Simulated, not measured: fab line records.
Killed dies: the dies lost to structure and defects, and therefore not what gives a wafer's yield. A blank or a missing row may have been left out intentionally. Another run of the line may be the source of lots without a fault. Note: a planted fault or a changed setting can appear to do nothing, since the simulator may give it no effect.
Which of the tools did it? -- flow n5-finfet -- 9 lots with 25 wafers sampled at 7 steps, on a route of 1938 steps

WHAT THE GAUGES READ, wafer by wafer
N5_FIN_SAQP_CD_MEAS_31: target cd 8 nm.
lot,measured,on,cd-nm (nm)
L156,day 2 08:36,cd-sem-02,8.11 8.29 8.03
L157,day 2 14:26,cd-sem-02,8.06 8.24 8.22
L158,day 2 20:11,cd-sem-03,7.66 8.32 8.59
L161,day 3 16:47,cd-sem-02,8.11 8.36
L170,day 5 21:38,cd-sem-01,9.10 8.80 8.78
L172,day 6 07:47,cd-sem-01,8.72 8.61 8.67
L176,day 7 07:17,cd-sem-01,7.96 7.85 8.39
L177,day 7 14:16,cd-sem-01,8.31 7.88 7.92
L178,day 7 20:25,cd-sem-03,8.27 8.09

N5_STI_FIN_REVEAL_CD_MEAS_22: target cd 6.238 nm, pitch 28 nm.
lot,measured,on,cd-nm (nm)
L156,day 2 20:22,cd-sem-02,6.00 6.65 6.38
L157,day 3 00:56,cd-sem-02,6.00 6.24 5.89
L158,day 3 07:23,cd-sem-02,6.17 6.32 6.50
L161,day 4 03:53,cd-sem-02,6.24 6.38
L170,day 6 08:17,cd-sem-01,7.07 7.12 6.80
L172,day 6 18:52,cd-sem-01,6.83 6.87 7.33
L176,day 7 18:14,cd-sem-01,6.00 5.95 5.90
L177,day 8 01:44,cd-sem-01,5.99 6.56 6.08
L178,day 8 07:12,cd-sem-03,6.08 6.20

N5_BEOL_M4_RC_MEAS_101.
lot,measured,on,DIBL_N (mV/V),DIBL_P (mV/V),IOFF_N (nA/um),IOFF_N_85C (nA/um),IOFF_N_LIN (nA/um),IOFF_P (nA/um),IOFF_P_85C (nA/um),IOFF_P_LIN (nA/um),ION_N (uA/um),ION_P (uA/um),SS_N (mV/dec),SS_P (mV/dec),VT_N (mV),VT_N_LVT (mV),VT_P (mV)
L156,day 7 22:11,prober-01,35.7 38.0 37.1,36.5 38.4 37.1,0.146 0.192 0.176,2.9 3.6 3.3,0.068 0.082 0.077,0.19 0.21 0.20,3.2 3.6 3.4,0.088 0.097 0.094,670 672 682,454 457 455,72.9 73.0 72.7,72.9 73.7 73.0,251 250 251,100 97 97,-253 -249 -249
L157,day 8 10:56,prober-02,37.5 38.5 35.5,36.4 38.3 34.8,0.161 0.195 0.131,3.2 3.7 2.6,0.074 0.089 0.064,0.23 0.27 0.20,4.0 4.7 3.7,0.111 0.127 0.102,675 690 665,467 474 465,71.4 72.0 71.7,73.3 73.9 73.3,249 244 251,100 96 102,-247 -245 -248
L158,day 8 10:41,prober-01,34.4 37.0 36.8,31.2 34.5 34.3,0.096 0.137 0.137,2.0 2.7 2.8,0.048 0.064 0.064,0.13 0.18 0.18,2.5 3.2 3.1,0.069 0.084 0.085,655 672 669,449 458 458,70.5 71.1 71.2,72.3 73.2 73.1,261 253 251,108 104 102,-260 -254 -255
L161,day 10 03:01,prober-02,36.8 37.5,38.6 38.5,0.155 0.170,3.0 3.3,0.074 0.076,0.19 0.20,3.4 3.5,0.091 0.094,678 676,459 463,71.0 70.9,73.4 73.9,252 251,99 98,-252 -254
L170,day 11 21:38,prober-02,39.1 42.8 39.3,41.6 45.4 41.0,0.245 0.354 0.232,4.5 6.0 4.3,0.110 0.145 0.102,0.31 0.41 0.30,5.0 6.3 4.9,0.132 0.160 0.129,705 717 687,475 490 470,72.4 73.1 72.3,74.7 75.3 74.1,241 236 241,91 88 92,-246 -241 -245
L172,day 12 20:54,prober-01,38.4 40.2 38.9,41.1 43.1 42.0,0.276 0.320 0.303,5.0 5.6 5.3,0.123 0.139 0.135,0.31 0.37 0.34,5.0 5.7 5.4,0.137 0.152 0.146,701 722 731,470 484 486,72.5 72.1 71.8,74.5 75.1 74.8,238 236 237,88 85 84,-244 -244 -244
L176,day 13 12:31,prober-02,33.7 33.9 34.5,34.6 34.2 34.7,0.135 0.133 0.145,2.7 2.6 2.8,0.065 0.063 0.064,0.20 0.19 0.20,3.5 3.4 3.5,0.098 0.095 0.097,662 664 653,465 455 455,71.3 71.8 71.4,72.6 73.0 73.2,251 253 254,99 101 99,-249 -251 -252
L177,day 13 15:20,prober-01,36.0 35.9 35.4,35.4 35.9 35.1,0.146 0.154 0.144,2.9 3.0 2.9,0.072 0.076 0.072,0.22 0.23 0.21,3.7 3.9 3.6,0.108 0.113 0.106,676 678 693,467 466 468,71.5 71.8 71.3,73.1 73.0 72.4,251 246 251,102 101 102,-249 -248 -248
L178,day 14 09:00,prober-02,35.6 35.0,35.7 34.9,0.151 0.137,3.0 2.8,0.069 0.065,0.21 0.19,3.5 3.3,0.098 0.093,666 675,465 472,71.9 71.3,73.4 72.8,251 256,100 103,-251 -253

WHICH TOOL RAN EACH LOT (tool, then ch and the chambers of the sampled wafers, then the start)
lot,N5_FIN_SAQP_SPACER1_ETCHBACK_25,N5_FIN_SAQP_STRIP_70,N5_FIN_SAQP_RECESS_71,N5_FIN_SAQP_SPACER2_ALD_28
L156,"rie-diel-02 ch 1,3, day 2 06:52","rie-diel-04 ch 0,1,2, day 2 07:53","vapor-etch-01 ch 0,1, day 2 07:56","ald-sin-01 ch 0,2, day 2 08:05"
L157,"rie-diel-03 ch 0,2,3, day 2 12:39","rie-diel-03 ch 0,3, day 2 13:40","vapor-etch-01 ch 0,1, day 2 13:44","ald-sin-01 ch 0,1,2, day 2 13:54"
L158,"rie-diel-02 ch 0,1,3, day 2 18:07","rie-diel-03 ch 0,2, day 2 19:09","vapor-etch-02 ch 0,1, day 2 19:17","ald-sin-01 ch 0,1,2, day 2 19:26"
L161,"rie-diel-04 ch 1,2, day 3 15:03","rie-diel-03 ch 2,3, day 3 16:04","vapor-etch-01 ch 0,1, day 3 16:11","ald-sin-02 ch 0,1, day 3 16:23"
L170,"rie-diel-02 ch 0,2,3, day 5 19:09","rie-diel-04 ch 1,2,3, day 5 20:46","vapor-etch-01 ch 1, day 5 20:49","ald-sin-01 ch 0,2,3, day 5 21:05"
L172,"rie-diel-02 ch 1,2, day 6 05:38","rie-diel-04 ch 1,3, day 6 06:59","vapor-etch-02 ch 0,1, day 6 07:03","ald-sin-01 ch 0,1,3, day 6 07:14"
L176,"rie-diel-02 ch 0,2, day 7 05:11","rie-diel-02 ch 0,2,3, day 7 06:28","vapor-etch-01 ch 0,1, day 7 06:32","ald-sin-03 ch 0,2,3, day 7 06:41"
L177,"rie-diel-03 ch 0,2, day 7 12:31","rie-diel-02 ch 0,2,3, day 7 13:32","vapor-etch-02 ch 0,1, day 7 13:35","ald-sin-02 ch 0,3, day 7 13:44"
L178,"rie-diel-04 ch 1, day 7 18:22","rie-diel-04 ch 0,3, day 7 19:36","vapor-etch-02 ch 1, day 7 19:40","ald-sin-02 ch 0,3, day 7 19:53"
- N5_FIN_SAQP_SPACER1_ETCHBACK_25: etches SiO2 in CHF3/O2, target depth 24.4 nm, time 12.2 s.
- N5_FIN_SAQP_STRIP_70: strips in N2/H2.
- N5_FIN_SAQP_RECESS_71: chemistry HF/NH3, target SiO2, target depth 3 nm, afs cycles 1, sublimation time 60 s.
- N5_FIN_SAQP_SPACER2_ALD_28: deposits SiO2, target thk 8.1 nm, pulse time 1 s, purge time 2 s.

AS READ BY THE TOOLS THEMSELVES (means over the sampled wafers that have a number; for cases with no such wafer, the mark the record gives instead)
N5_FIN_SAQP_SPACER1_ETCHBACK_25.
lot,tool,CHF3_flow_sccm (sccm),drypump-motor-current-A (A),oes-product-au (a.u.),rf-vpp-V (V),showerhead-plenum-p-Torr (Torr),throttle-valve-pct (%)
L156,rie-diel-02,50.05,5.7,0.72,527,2.32,18.87
L157,rie-diel-03,50.04,5.7,0.73,536,2.43,19.03
L158,rie-diel-02,50.14,5.6,0.72,525,2.33,18.99
L161,rie-diel-04,49.89,5.5,0.74,532,2.44,19.12
L170,rie-diel-02,49.97,5.2,0.86,525,2.41,18.91
L172,rie-diel-02,50.00,6.0,0.75,521,2.36,18.63
L176,rie-diel-02,50.11,5.1,0.81,519,2.33,18.93
L177,rie-diel-03,49.92,6.0,0.78,545,2.37,18.96
L178,rie-diel-04,50.03,6.0,0.73,540,2.50,19.31

N5_FIN_SAQP_STRIP_70.
lot,tool,drypump-motor-current-A (A),n2-flow-sccm (sccm),oes-product-au (a.u.),rf-vpp-V (V),showerhead-plenum-p-Torr (Torr),throttle-valve-pct (%)
L156,rie-diel-04,5.4,300.4,0.74,122.3,3.40,19.3
L157,rie-diel-03,5.8,299.8,0.71,123.1,3.39,19.2
L158,rie-diel-03,5.9,300.6,0.72,121.7,3.34,19.3
L161,rie-diel-03,5.6,300.1,0.76,122.4,3.45,19.0
L170,rie-diel-04,5.8,300.4,0.73,122.0,3.37,19.0
L172,rie-diel-04,6.1,300.5,0.73,121.7,3.42,19.1
L176,rie-diel-02,5.2,300.0,0.84,121.7,3.35,18.7
L177,rie-diel-02,5.2,300.1,0.84,121.4,3.34,18.7
L178,rie-diel-04,5.6,299.1,0.68,121.3,3.32,19.2

N5_FIN_SAQP_RECESS_71.
lot,tool,drypump-motor-current-A (A)
L156,vapor-etch-01,6.0
L157,vapor-etch-01,5.5
L158,vapor-etch-02,5.3
L161,vapor-etch-01,5.8
L170,vapor-etch-01,6.5
L172,vapor-etch-02,5.3
L176,vapor-etch-01,5.9
L177,vapor-etch-02,5.8
L178,vapor-etch-02,6.3

N5_FIN_SAQP_SPACER2_ALD_28.
lot,tool,heater-power-w (W),precursor-pulse-height-rel,susceptor-temp-C (C)
L156,ald-sin-01,541,0.992,300.26
L157,ald-sin-01,529,1.016,299.75
L158,ald-sin-01,524,0.998,300.12
L161,ald-sin-02,458,0.986,299.57
L170,ald-sin-01,426,0.982,279.15
L172,ald-sin-01,408,1.005,279.01
L176,ald-sin-03,515,0.991,299.85
L177,ald-sin-02,408,1.001,299.95
L178,ald-sin-02,424,0.988,299.85

THE ANSWER, worked out from the rows above alone
Rule: usual is defined by the lots themselves. The widest of any qualifying gaps counts: lots, ordered by their means at a reading, are off when they make up no more than a third of the lots, leave a main group of 4 or more, and stand apart from it by 3 or more times the standard deviation of that group's means. Not used: any main group whose means are identical at the precision the tables above print for the reading. Also off: a lot with no number at a reading for which 4 or more lots have one. All remaining lots with rows at the step are treated as sound. The gauges are gone through in route order, then the tools' own readings, and for those a lot's mean is taken as printed above. The first step at which some lot is off is used, and at that step the reading that is off furthest; a lot without a number counts as furthest.
Off at N5_FIN_SAQP_CD_MEAS_31 (cd-nm): L170, L172. Main group: mean 8.15 nm, sd 0.065.
A tool fits if, at a process step before that reading, it ran every lot that is off, and no sound lot after the first of them. Not tried: the gauges at N5_FIN_SAQP_CD_MEAS_31; whatever is off there is also off at N5_BEOL_M4_RC_MEAS_101, on other tools, and gauge error can't account for it. One fits: ald-sin-01 at N5_FIN_SAQP_SPACER2_ALD_28. Its last sound lot is L158 (day 2 19:26), its first lot that is off L170 (day 5 21:05): a fault that began between those two fits.
On the lots that are off, the tool's own readings at N5_FIN_SAQP_SPACER2_ALD_28 differ by more than 5 times the standard deviation of the sound lots' means, which bears it out; susceptor-temp-C reads 279.08 C there versus 299.91 C on the sound lots.

WHAT THE SIMULATOR PUT IN
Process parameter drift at N5_FIN_SAQP_SPACER2_ALD_28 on ald-sin-01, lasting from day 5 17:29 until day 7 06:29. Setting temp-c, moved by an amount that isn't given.
Shown lots that were struck: L170, L172. The rule above reached the same finding.
